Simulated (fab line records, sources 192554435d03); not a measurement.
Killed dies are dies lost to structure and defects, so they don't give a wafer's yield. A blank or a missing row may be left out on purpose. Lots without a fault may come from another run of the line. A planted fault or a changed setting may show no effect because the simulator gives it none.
Which tool did it? | flow n5_finfet | 10 lots, 29 wafers sampled, at 3 steps of a route of 1938

WHAT THE GAUGES READ, wafer by wafer
N5_BEOL_M11_INSPECT_58: inspects for defects (darkfield). Usual: raw_defect_count 76, standard deviation 25.
lot  | measured     | on                | raw_defect_count | flag
L597 | day 12 08:55 | defect_inspect-01 | 94 30 37         |
L596 | day 12 09:11 | defect_inspect-01 | 60 76 72         |
L598 | day 12 17:08 | defect_inspect-02 | 111 74           |
L600 | day 13 14:16 | defect_inspect-02 | 77 60 71         |
L603 | day 14 00:05 | defect_inspect-01 | 94 71 115        |
L612 | day 15 15:22 | defect_inspect-01 | 41 49 67         |
L614 | day 17 03:23 | defect_inspect-01 | 81 74 57         |
L616 | day 17 04:44 | defect_inspect-01 | 88 137 70        |
L618 | day 18 05:59 | defect_inspect-01 | 42 56 60         |
L617 | day 18 08:41 | defect_inspect-01 | 86 73 98         |

WHICH TOOL RAN EACH LOT (tool, then ch and the chambers of the sampled wafers, then the start)
lot  | N5_BEOL_M11_ETCH_66                | N5_BEOL_M11_VIA_ETCH_34
L597 | rie_diel-01 ch 0,1, day 12 05:35   | rie_diel-01 ch 0,1, day 12 05:43
L596 | rie_diel-01 ch 0,1, day 12 06:31   | rie_diel-01 ch 0,1, day 12 06:38
L598 | rie_diel-03 ch 1,3, day 12 11:52   | rie_diel-03 ch 1,3, day 12 11:59
L600 | rie_diel-03 ch 0,3, day 13 10:59   | rie_diel-03 ch 0,3, day 13 11:06
L603 | rie_diel-01 ch 0,2,3, day 13 21:12 | rie_diel-01 ch 0,2,3, day 13 21:20
L612 | rie_diel-01 ch 2,3, day 15 12:22   | rie_diel-01 ch 2,3, day 15 12:29
L614 | rie_diel-04 ch 1,2, day 16 23:50   | rie_diel-04 ch 1,2, day 16 23:58
L616 | rie_diel-01 ch 2,3, day 17 00:45   | rie_diel-01 ch 2,3, day 17 00:53
L618 | rie_diel-01 ch 0,1,2, day 18 02:25 | rie_diel-01 ch 0,1,2, day 18 02:32
L617 | rie_diel-04 ch 0,1,2, day 18 04:49 | rie_diel-04 ch 0,1,2, day 18 04:56
- N5_BEOL_M11_ETCH_66: etches SOC in N2/H2, target depth 120 nm, overetch 24 nm, time 180 s.
- N5_BEOL_M11_VIA_ETCH_34: etches SiCOH lowk in C4F6/O2, target depth 184.5 nm, time 69.2 s.

WHAT THE TOOLS THEMSELVES READ (means of the sampled wafers that have a number; where no wafer has one, the mark that the record gives instead)
N5_BEOL_M11_ETCH_66. Usual: drypump_motor_current_A 5.9 A, standard deviation 0.49; oes_product_au 0.61 a.u., standard deviation 0.058; rf_fwd_power_W 837.1 W, standard deviation 2.6; rf_vpp_V 523.5 V, standard deviation 2.5; showerhead_plenum_p_Torr 2.54 Torr, standard deviation 0.082; throttle_valve_pct 17.9 %, standard deviation 0.34.
lot  | tool        | drypump_motor_current_A (A) | oes_product_au (a.u.) | rf_fwd_power_W (W) | rf_vpp_V (V) | showerhead_plenum_p_Torr (Torr) | throttle_valve_pct (%) | flag
L597 | rie_diel-01 | 6.2                         | 0.61                  | 837.0              | 520.7        | 2.45                            | 17.9                   |
L596 | rie_diel-01 | 6.2                         | 0.61                  | 837.4              | 521.0        | 2.45                            | 17.9                   |
L598 | rie_diel-03 | 6.2                         | 0.62                  | 833.5              | 524.7        | 2.54                            | 17.9                   |
L600 | rie_diel-03 | 5.5                         | 0.60                  | 836.1              | 523.3        | 2.51                            | 18.1                   |
L603 | rie_diel-01 | 6.0                         | 0.62                  | 840.8              | 525.1        | 2.59                            | 17.7                   |
L612 | rie_diel-01 | 6.0                         | 0.58                  | 836.4              | 525.3        | 2.63                            | 17.9                   |
L614 | rie_diel-04 | 5.8                         | 0.63                  | 838.6              | 521.3        | 2.46                            | 18.3                   |
L616 | rie_diel-01 | 5.9                         | 0.58                  | 837.2              | 525.3        | 2.62                            | 18.0                   |
L618 | rie_diel-01 | 6.0                         | 0.68                  | 837.8              | 524.8        | 2.61                            | 17.8                   |
L617 | rie_diel-04 | 5.8                         | 0.66                  | 835.8              | 523.0        | 2.51                            | 17.9                   |

N5_BEOL_M11_VIA_ETCH_34. Usual: C4F6_flow_sccm 10.006 sccm, standard deviation 0.029; drypump_motor_current_A 5.9 A, standard deviation 0.49; oes_product_au 0.75 a.u., standard deviation 0.077; rf_fwd_power_W 342.3 W, standard deviation 1.2; rf_vpp_V 668 V, standard deviation 10; showerhead_plenum_p_Torr 2.84 Torr, standard deviation 0.093; throttle_valve_pct 21.0 %, standard deviation 0.31.
lot  | tool        | C4F6_flow_sccm (sccm) | drypump_motor_current_A (A) | oes_product_au (a.u.) | rf_fwd_power_W (W) | rf_vpp_V (V) | showerhead_plenum_p_Torr (Torr) | throttle_valve_pct (%) | flag
L597 | rie_diel-01 | 10.019                | 6.2                         | 0.75                  | 342.2              | 674          | 2.74                            | 21.0                   |
L596 | rie_diel-01 | 10.024                | 6.3                         | 0.75                  | 343.0              | 673          | 2.74                            | 21.0                   |
L598 | rie_diel-03 | 10.018                | 6.2                         | 0.76                  | 341.1              | 676          | 2.84                            | 21.0                   |
L600 | rie_diel-03 | 10.004                | 5.5                         | 0.74                  | 343.5              | 659          | 2.82                            | 21.2                   |
L603 | rie_diel-01 | 9.981                 | 6.0                         | 0.77                  | 342.6              | 665          | 2.89                            | 20.8                   |
L612 | rie_diel-01 | 10.003                | 6.0                         | 0.71                  | 343.0              | 660          | 2.94                            | 20.9                   |
L614 | rie_diel-04 | 10.030                | 5.8                         | 0.77                  | 343.1              | 667          | 2.74                            | 21.2                   |
L616 | rie_diel-01 | 10.022                | 5.9                         | 0.71                  | 342.5              | 655          | 2.94                            | 21.1                   |
L618 | rie_diel-01 | 9.983                 | 6.0                         | 0.83                  | 342.3              | 670          | 2.91                            | 20.9                   |
L617 | rie_diel-04 | 10.015                | 5.8                         | 0.82                  | 342.3              | 670          | 2.81                            | 20.9                   |

THE ANSWER, worked out from the rows above alone
Rule: a lot is off if the mean of its wafers that have a number lies more than 3 standard deviations from the usual mean. A lot without any number at a reading at which 4 lots or more have one is off too. The other lots that the step has rows for count as sound. The gauges are gone through in route order, then the tools' own readings, and for those a lot's mean is taken as printed above. The first step at which some lot is off is used, and at that step the reading that is off furthest; a lot without a number counts as furthest.
No lot is off at any reading shown: from this, nothing can be told.

WHAT THE SIMULATOR HAD PUT IN
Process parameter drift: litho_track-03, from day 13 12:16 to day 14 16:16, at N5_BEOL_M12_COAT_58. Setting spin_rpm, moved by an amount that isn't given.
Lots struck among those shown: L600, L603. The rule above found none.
